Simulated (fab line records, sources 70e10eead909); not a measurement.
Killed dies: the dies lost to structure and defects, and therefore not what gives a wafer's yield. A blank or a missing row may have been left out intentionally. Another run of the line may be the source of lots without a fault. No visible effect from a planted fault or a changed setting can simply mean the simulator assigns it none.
Chamber matching + flow nand harc + 4 sister chambers for NHARC_A_CHANNEL_HOLE_D1_DESCUM_15 on rie diel-10
The step chemistry O2, time 3 s. 48 wafers are shown with their chamber, then 12 later ones without.

WAFERS WITH THEIR CHAMBER
| wafer  | chamber | showerhead plenum p Torr (Torr) | drypump motor current A (A) | oes product au (a.u.) |
|--------|---------|---------------------------------|-----------------------------|-----------------------|
| L074.1 | 2       | 1.95                            | 5.8                         | 1.003                 |
| L074.3 | 1       | 2.04                            | 5.3                         | 1.009                 |
| L074.5 | 0       | 1.88                            | 5.7                         | 0.991                 |
| L076.1 | 2       | 1.95                            | 5.8                         | 0.999                 |
| L076.4 | 1       | 2.04                            | 5.3                         | 1.008                 |
| L076.6 | 0       | 1.88                            | 5.7                         | 0.992                 |
| L077.3 | 2       | 1.95                            | 5.8                         | 1.007                 |
| L077.5 | 3       | 1.78                            | 5.6                         | 1.004                 |
| L077.6 | 0       | 1.88                            | 5.7                         | 0.995                 |
| L078.3 | 2       | 1.95                            | 5.8                         | 1.007                 |
| L078.4 | 0       | 1.88                            | 5.6                         | 0.994                 |
| L078.6 | 1       | 2.04                            | 5.3                         | 1.014                 |
| L079.1 | 0       | 1.88                            | 5.7                         | 1.001                 |
| L079.4 | 3       | 1.78                            | 5.6                         | 1.010                 |
| L079.5 | 2       | 1.95                            | 5.8                         | 1.016                 |
| L080.2 | 1       | 2.04                            | 5.3                         | 1.002                 |
| L080.4 | 2       | 1.95                            | 5.8                         | 0.999                 |
| L080.6 | 0       | 1.88                            | 5.6                         | 0.982                 |
| L083.1 | 3       | 1.78                            | 5.6                         | 1.001                 |
| L083.2 | 2       | 1.95                            | 5.8                         | 0.987                 |
| L083.3 | 0       | 1.88                            | 5.6                         | 0.984                 |
| L083.4 | 1       | 2.04                            | 5.3                         | 0.990                 |
| L083.5 | 3       | 1.78                            | 5.7                         | 1.013                 |
| L083.6 | 2       | 1.95                            | 5.8                         | 0.986                 |
| L084.2 | 2       | 1.95                            | 5.8                         | 0.997                 |
| L084.3 | 1       | 2.04                            | 5.3                         | 0.995                 |
| L084.6 | 3       | 1.78                            | 5.6                         | 1.012                 |
| L085.4 | 3       | 1.78                            | 5.6                         | 1.017                 |
| L085.5 | 3       | 1.78                            | 5.6                         | 1.021                 |
| L085.6 | 2       | 1.95                            | 5.8                         | 0.992                 |
| L087.2 | 2       | 1.95                            | 5.8                         | 0.997                 |
| L087.3 | 0       | 1.88                            | 5.7                         | 0.984                 |
| L087.6 | 2       | 1.95                            | 5.8                         | 0.989                 |
| L087.1 | 3       | 1.78                            | 5.6                         | 1.017                 |
| L087.4 | 1       | 2.04                            | 5.3                         | 1.001                 |
| L087.5 | 3       | 1.78                            | 5.6                         | 1.016                 |
| L088.1 | 3       | 1.78                            | 5.7                         | 1.011                 |
| L088.2 | 2       | 1.95                            | 5.8                         | 0.992                 |
| L088.5 | 0       | 1.87                            | 5.7                         | 0.987                 |
| L088.3 | 1       | 2.04                            | 5.3                         | 0.996                 |
| L088.4 | 0       | 1.88                            | 5.7                         | 0.975                 |
| L088.6 | 3       | 1.78                            | 5.7                         | 1.019                 |
| L091.1 | 3       | 1.77                            | 5.6                         | 1.016                 |
| L091.4 | 0       | 1.87                            | 5.7                         | 0.980                 |
| L091.6 | 1       | 2.04                            | 5.3                         | 0.993                 |
| L093.2 | 2       | 1.95                            | 5.8                         | 0.992                 |
| L093.3 | 3       | 1.77                            | 5.6                         | 1.020                 |
| L093.4 | 0       | 1.87                            | 5.6                         | 0.994                 |

SIGNATURES (means of the wafers above)
| reading                  | chamber 0 | chamber 1 | chamber 2 | chamber 3 | scatter within a chamber |
|--------------------------|-----------|-----------|-----------|-----------|--------------------------|
| showerhead plenum p Torr | 1.8775    | 2.0400    | 1.9500    | 1.7785    | 0.00299                  |
| drypump motor current A  | 5.667     | 5.300     | 5.800     | 5.623     | 0.0336                   |
| oes product au           | 0.98825   | 1.00089   | 0.99736   | 1.01362   | 0.0076                   |
Rule: a wafer lies at a distance from a chamber equal to the root of the sum of squares, over the readings, of (its reading less the chamber's mean, divided by the reading's scatter). If the next closest chamber is less than 2 further off than the closest, the wafer can't be placed; otherwise it belongs to the closest. The scatter is the square root of a quotient: the sum, over the shown wafers, of each reading's squared deviation from its chamber's mean, divided by wafers minus chambers.

WAFERS WITHOUT THEIR CHAMBER
| wafer  | showerhead plenum p Torr (Torr) | drypump motor current A (A) | oes product au (a.u.) |
|--------|---------------------------------|-----------------------------|-----------------------|
| L095.2 | 2.04                            | 5.3                         | 1.010                 |
| L095.4 | 1.95                            | 5.8                         | 1.009                 |
| L095.5 | 1.95                            | 5.8                         | 1.004                 |
| L095.1 | 1.77                            | 5.7                         | 1.026                 |
| L095.3 | 1.87                            | 5.7                         | 0.999                 |
| L095.6 | 1.77                            | 5.7                         | 1.018                 |
| L096.1 | 2.04                            | 5.3                         | 1.014                 |
| L096.4 | 1.95                            | 5.8                         | 1.005                 |
| L096.5 | 1.87                            | 5.6                         | 0.979                 |
| L097.1 | 1.77                            | 5.6                         | 1.024                 |
| L097.3 | 1.95                            | 5.9                         | 0.994                 |
| L097.5 | 1.77                            | 5.6                         | 1.028                 |

WHICH CHAMBER EACH ONE RAN IN
| wafer  | from the rows above | in truth |
|--------|---------------------|----------|
| L095.2 | 1                   | 1        |
| L095.4 | 2                   | 2        |
| L095.5 | 2                   | 2        |
| L095.1 | 3                   | 3        |
| L095.3 | 0                   | 0        |
| L095.6 | 3                   | 3        |
| L096.1 | 1                   | 1        |
| L096.4 | 2                   | 2        |
| L096.5 | 0                   | 0        |
| L097.1 | 3                   | 3        |
| L097.3 | 2                   | 2        |
| L097.5 | 3                   | 3        |
Correct placement for 12 of the 12. Not placeable from these rows: 0. Placed wrongly: 0.
